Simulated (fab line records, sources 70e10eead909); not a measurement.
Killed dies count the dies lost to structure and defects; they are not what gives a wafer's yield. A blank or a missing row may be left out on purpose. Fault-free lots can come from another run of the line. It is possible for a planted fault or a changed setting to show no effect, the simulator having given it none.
Matching of chambers + flow nand-harc + NHARC_A_STAIRCASE_ALD_420 on ald-hk-01 has 4 sister chambers
The step deposits SiO2, target thk 20 nm, pulse time 6 s, ald cycles 200. 4 wafers are shown with their chamber, then 9 later ones without.

WAFERS WITH THEIR CHAMBER
| wafer  | chamber | heater-power-w (W) |
|--------|---------|--------------------|
| L077.5 | 0       | 408                |
| L086.4 | 2       | 471                |
| L090.1 | 3       | 553                |
| L090.6 | 1       | 457                |

WAFERS MISSING THEIR CHAMBER
| wafer  | heater-power-w (W) |
|--------|--------------------|
| L092.3 | 426                |
| L092.4 | 449                |
| L092.5 | 450                |
| L095.3 | 423                |
| L095.5 | 446                |
| L095.6 | 568                |
| L097.3 | 552                |
| L097.5 | 451                |
| L097.6 | 410                |

EACH ONE'S CHAMBER
| wafer  | from the rows above     | in truth |
|--------|-------------------------|----------|
| L092.3 | can't be placed: 0 or 1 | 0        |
| L092.4 | can't be placed: 1 or 2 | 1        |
| L092.5 | can't be placed: 1 or 2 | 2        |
| L095.3 | can't be placed: 0 or 1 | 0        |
| L095.5 | can't be placed: 1 or 2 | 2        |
| L095.6 | 3                       | 3        |
| L097.3 | 3                       | 3        |
| L097.5 | can't be placed: 1 or 2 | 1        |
| L097.6 | 0                       | 0        |
Correctly placed: 3 of 9. From these rows, 6 cannot be placed; in 6 the true chamber is one of the candidates. Placed wrongly: 0.
How it was worked out, from the rows above alone: a wafer's distance from a chamber is the root of the sum, over the readings, of the square of ((its reading less the chamber's mean) divided by the reading's scatter). The wafer belongs to the nearest chamber; if the next one is less than 2 further off, it can't be placed. Each chamber's mean is taken over the wafers shown for it. The scatter: root of mean squared gap, hidden wafer to nearest shown wafer, with one shown wafer a chamber.
